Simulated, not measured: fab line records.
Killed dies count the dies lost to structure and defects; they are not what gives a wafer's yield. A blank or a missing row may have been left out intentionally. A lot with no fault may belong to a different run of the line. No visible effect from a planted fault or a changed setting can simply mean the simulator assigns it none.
Which tool was responsible?    flow nandHarc    39 wafers from 13 lots sampled at 5 of the route's 1302 steps

== WHAT THE GAUGES READ, wafer by wafer ==
NHARC_A_ONON_D2_THK_MEAS_24: measures by ellipsometry. Usual: 1003 nm for thkNm, sd 11.
lot   measured      on            thkNm (nm)      flag
L897  day 12 18:17  filmMetro-02  1000 1001 1002  
L898  day 13 17:30  filmMetro-02  1004 1006 1004  
L899  day 14 02:14  filmMetro-01  1017 1015 1016  
L902  day 14 15:26  filmMetro-01  1017 1014 1015  
L903  day 14 20:51  filmMetro-02  990 988 990     
L904  day 15 22:52  filmMetro-02  997 998 996     
L905  day 15 22:52  filmMetro-01  1005 1003 1005  
L906  day 17 05:38  filmMetro-01  1015 1014 1016  
L907  day 17 05:37  filmMetro-02  996 996 996     
L919  day 22 05:55  filmMetro-02  1003 1003 1005  
L920  day 22 05:55  filmMetro-01  1015 1016 1015  

NHARC_END_SORT_01. Usual: killedAtArray 54, standard deviation 21; killedAtOther 1.0, standard deviation 1.2; killedAtPeriphery 3.6, standard deviation 2.6; killedDies 58, standard deviation 20; killedOpen 3.3, standard deviation 1.9; killedShort 2.6, standard deviation 1.5.
lot   measured      on         killedAtArray  killedAtOther  killedAtPeriphery  killedDies   killedOpen  killedShort  flag
L911  day 31 10:37  prober-01  673 676 669    0 1 1          4 0 7              677 677 677  6 4 4       2 1 4        OFF
L912  day 31 02:01  prober-02  672 670 672    3 3 5          2 4 0              677 677 677  4 1 3       2 2 2        OFF

== TOOL THAT RAN EACH LOT (tool first, then ch and the chambers of the sampled wafers, then the start) ==
lot   NHARC_A_CHANNEL_HOLE_D1_ETCH_33  NHARC_A_CHANNEL_FILL_D1_ALD_16   NHARC_A_DECK1_JOINT_CMP_02
L897  harEtch-01 ch 0,1, day 8 16:07   aldHk-04 ch 0,1,3, day 9 04:32   cmp-01 ch 1,2,3, day 12 03:29
L898  harEtch-02 ch 0,1, day 9 06:37   aldHk-02 ch 0,1,3, day 9 20:44   cmp-01 ch 1,2,3, day 13 03:41
L899  harEtch-01 ch 0,1, day 9 20:30   aldHk-01 ch 2,3, day 10 12:16    cmp-02 ch 0,1,3, day 13 12:13
L902  harEtch-02 ch 0,1, day 10 13:40  aldHk-02 ch 0,1,2, day 11 03:20  cmp-01 ch 1,3, day 14 01:42
L903  harEtch-01 ch 0,1, day 10 21:29  aldHk-01 ch 0,1,2, day 11 11:37  cmp-01 ch 0,2,3, day 14 08:29
L904  harEtch-02 ch 1, day 11 17:08    aldHk-01 ch 1,2,3, day 12 12:08  cmp-03 ch 0,3, day 15 10:50
L905  harEtch-01 ch 0,1, day 12 00:45  aldHk-01 ch 1,2, day 12 14:56    cmp-01 ch 0,2, day 15 10:50
L906  harEtch-02 ch 0,1, day 12 22:41  aldHk-04 ch 1,3, day 13 16:37    cmp-01 ch 0,2,3, day 16 16:55
L907  harEtch-01 ch 0,1, day 13 02:28  aldHk-04 ch 0,1,3, day 13 16:47  cmp-03 ch 0,1, day 16 16:57
L911  harEtch-02 ch 0,1, day 14 21:20  aldHk-01 ch 0,1,3, day 15 12:19  cmp-03 ch 0,1, day 18 11:25
L912  harEtch-01 ch 1, day 14 22:53    aldHk-02 ch 1,2,3, day 15 12:22  cmp-03 ch 0,3, day 18 11:34
L919  harEtch-01 ch 0,1, day 17 21:36  aldHk-01 ch 0,1,2, day 18 11:50  cmp-03 ch 0,1, day 21 17:47
L920  harEtch-01 ch 1, day 18 07:17    aldHk-02 ch 0,2,3, day 18 21:29  cmp-01 ch 1,3, day 21 17:47
- NHARC_A_CHANNEL_HOLE_D1_ETCH_33: etches the open film in C4F8/O2/Ar, time 90 s, target depth 400 nm.
- NHARC_A_CHANNEL_FILL_D1_ALD_16: deposits SiO2, target thk 1.5 nm, pulse time 10 s, ald cycles 15.
- NHARC_A_DECK1_JOINT_CMP_02: polishes SiOx.

== AS READ BY THE TOOLS THEMSELVES (means over the sampled wafers that have a number; for cases with no such wafer, the mark the record gives instead) ==
NHARC_A_CHANNEL_HOLE_D1_ETCH_33. Usual: drypumpMotorCurrentA 5.5 A, standard deviation 0.31; showerheadPlenumPTorr 3.69 Torr, standard deviation 0.1; throttleValvePct 27.620 %, standard deviation 0.0096.
lot   tool        drypumpMotorCurrentA (A)  showerheadPlenumPTorr (Torr)  throttleValvePct (%)  flag
L897  harEtch-01  5.3                       3.64                          27.614                
L898  harEtch-02  5.7                       3.81                          27.611                
L899  harEtch-01  5.3                       3.69                          27.619                
L902  harEtch-02  5.7                       3.80                          27.627                
L903  harEtch-01  5.3                       3.62                          27.622                
L904  harEtch-02  6.0                       3.78                          27.621                
L905  harEtch-01  5.3                       3.67                          27.618                
L906  harEtch-02  5.9                       3.77                          27.622                
L907  harEtch-01  5.3                       3.66                          27.620                
L911  harEtch-02  5.9                       3.77                          27.616                
L912  harEtch-01  5.4                       3.71                          27.618                
L919  harEtch-01  5.3                       3.62                          27.624                
L920  harEtch-01  5.4                       3.67                          27.620                

NHARC_A_CHANNEL_FILL_D1_ALD_16. Usual: heaterPowerW 441 W, standard deviation 44; precursorPulseHeightRel 1.000, standard deviation 0.019.
lot   tool      heaterPowerW (W)  precursorPulseHeightRel  flag
L897  aldHk-04  449               0.994                    
L898  aldHk-02  398               1.004                    
L899  aldHk-01  467               0.989                    
L902  aldHk-02  418               0.996                    
L903  aldHk-01  484               0.983                    
L904  aldHk-01  475               1.007                    
L905  aldHk-01  501               0.995                    
L906  aldHk-04  465               1.011                    
L907  aldHk-04  452               0.977                    
L911  aldHk-01  435               0.987                    
L912  aldHk-02  415               1.000                    
L919  aldHk-01  466               1.002                    
L920  aldHk-02  402               1.019                    

NHARC_A_DECK1_JOINT_CMP_02. Usual: edgeZonePressureFrac 1.000, standard deviation 0.0052; motorCurrentA 12.5 A, standard deviation 1.1.
lot   tool    edgeZonePressureFrac  motorCurrentA (A)  flag
L897  cmp-01  0.999                 12.0               
L898  cmp-01  1.000                 12.2               
L899  cmp-02  1.001                 12.2               
L902  cmp-01  1.004                 13.1               
L903  cmp-01  0.996                 12.4               
L904  cmp-03  0.998                 12.2               
L905  cmp-01  0.995                 12.4               
L906  cmp-01  1.001                 13.0               
L907  cmp-03  1.001                 11.4               
L911  cmp-03  -                     -                  OFF
L912  cmp-03  -                     -                  OFF
L919  cmp-03  1.000                 11.6               
L920  cmp-01  0.998                 12.7               

== THE ANSWER, worked out from the rows above alone ==
Rule: take the mean of a lot's wafers that have a number; if it is more than 3 standard deviations from the usual mean, the lot is off. A lot without any number at a reading at which 4 lots or more have one is off too. The other lots that the step has rows for count as sound. The gauges are gone through in route order, then the tools' own readings, and for those a lot's mean is taken as printed above. At the first step where some lot is off, the reading lying furthest off is the one used; lots without a number count as furthest.
Off at NHARC_END_SORT_01 (killedDies): L911, L912. Neither off nor sound, because the step has no rows for them: L897, L898, L899, L902, L903, L904, L905, L906, L907, L919, L920.
If a tool, at a process step before that reading, ran all the lots that are off and no sound lot after the first of them, it fits. Not tried: the gauges at NHARC_END_SORT_01; whatever is off there is also off at NHARC_A_DECK1_JOINT_CMP_02, on other tools, and gauge error can't account for it. One fits: cmp-03 at NHARC_A_DECK1_JOINT_CMP_02. It ran no sound lot before its first lot that is off in this sample, so the start can't be narrowed down.

== WHAT THE SIMULATOR HAD INSERTED ==
At NHARC_A_DECK1_JOINT_CMP_02, the step was skipped entirely on cmp-03 from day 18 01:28 on. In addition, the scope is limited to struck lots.
Shown lots that were struck: L912, L911. This agrees with what the rule above found.
